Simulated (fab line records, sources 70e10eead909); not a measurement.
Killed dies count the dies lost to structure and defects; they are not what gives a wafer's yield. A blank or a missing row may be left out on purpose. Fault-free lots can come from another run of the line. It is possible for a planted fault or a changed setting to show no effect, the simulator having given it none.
8D (eight disciplines) problem report, filled in by code    flow nand harc    the parts of the form that need people (team, actions taken, sign-off) are left out

## 1. THE ISSUE
At NHARC_A_ONON_D1_THK_MEAS_24, thk nm averages 669 nm over 5 wafers from 2 lots, while fault-free wafers read 1000 nm, standard deviation 11. Relative to the usual mean, that is a shift of -30 standard deviations.
The step: measures by ellipsometry.
The first sign was on wafer L260.2 at day 12 14:53, on film metro-02. Wafers with a number at this step in the record: 42, from 14 lots. Rule for "out" (also "out of limits"): further than 4 standard deviations from the usual mean. The rest of the wafers with a number are treated as sound.

## 2. WHAT IT IS AND WHAT IT IS NOT
question                     is                                      is not
which readings at this step  thk nm                                  -
which lots                   L260, L262                              L242, L243, L244, L246, L248, L250, L251, L252, L253, L254, L256, L264
which wafers of those lots   L260.2, L260.5, L260.6, L262.5, L262.6  L262.1
read on which gauges         film metro-02                           film metro-01
when                         from day 12 14:53                       up to then (33 sound wafers); but 4 sound wafers of L262, L264 came after

## 3. THE SUSPECTS, EACH WITH WHAT RULES IT OUT
Counting: any tool at a process step up to the reading remains a suspect provided it ran every lot that is out. Sound lots after the first of them don't rule it out here, since some wafers of a struck lot are sound.
- the gauge at NHARC_A_ONON_D1_THK_MEAS_24: ruled out. All the wafers that are out were read on film metro-02, but those of them that NHARC_END_SORT_01 has rows for are out there too, on other tools.
- pecvd onon-02 at NHARC_A_ONON_D1_DEP_22 (target thk 1000 nm): kept. It ran every lot that is out, first L260 (day 12 14:24); its last sound lot up to then is L254 (day 11 04:47).
After counting, what remains is pecvd onon-02 at NHARC_A_ONON_D1_DEP_22.

## 4. THE CAUSE (what the simulator had put in)
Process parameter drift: pecvd onon-02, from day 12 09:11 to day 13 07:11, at NHARC_A_ONON_D1_DEP_22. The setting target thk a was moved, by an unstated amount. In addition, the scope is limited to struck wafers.
This tool alone remained once counting was done.

## 5. THE EFFECT CHAIN, in route order
Each row: a reading where the mean over the struck wafers with a number is more than 3 standard deviations away from the usual. Readings are gone through only where the record gives a usual standard deviation; hours: the median, over the lots, of the time from a lot's start at the first step in this table giving one to that lot's start at this step; sigmas: the change measured in usual standard deviations.
hours  step                         reading          usual    on struck wafers  change  sigmas
0      NHARC_A_ONON_D1_THK_MEAS_24  thk nm           1000 nm  669               -331    -30
337    NHARC_END_SORT_01            killed at array  28       673               +645    +59
337    NHARC_END_SORT_01            killed dies      31       677               +646    +59
Later steps that measure or inspect, where all struck wafers having a row at the step show a number for every such reading and not one has moved that far: NHARC_A_ONON_D1_INSPECT_32.

## 6. WHAT WOULD HAVE CAUGHT IT SOONER
The first out-of-limits reading at a measuring or inspecting step in this record came at day 12 14:53, 6 hours after the fault's start at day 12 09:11.
Of the lots that are out (2), L262 began NHARC_A_ONON_D1_DEP_22 on pecvd onon-02 after day 12 14:53. It would have been spared by a hold on the tool at that moment.
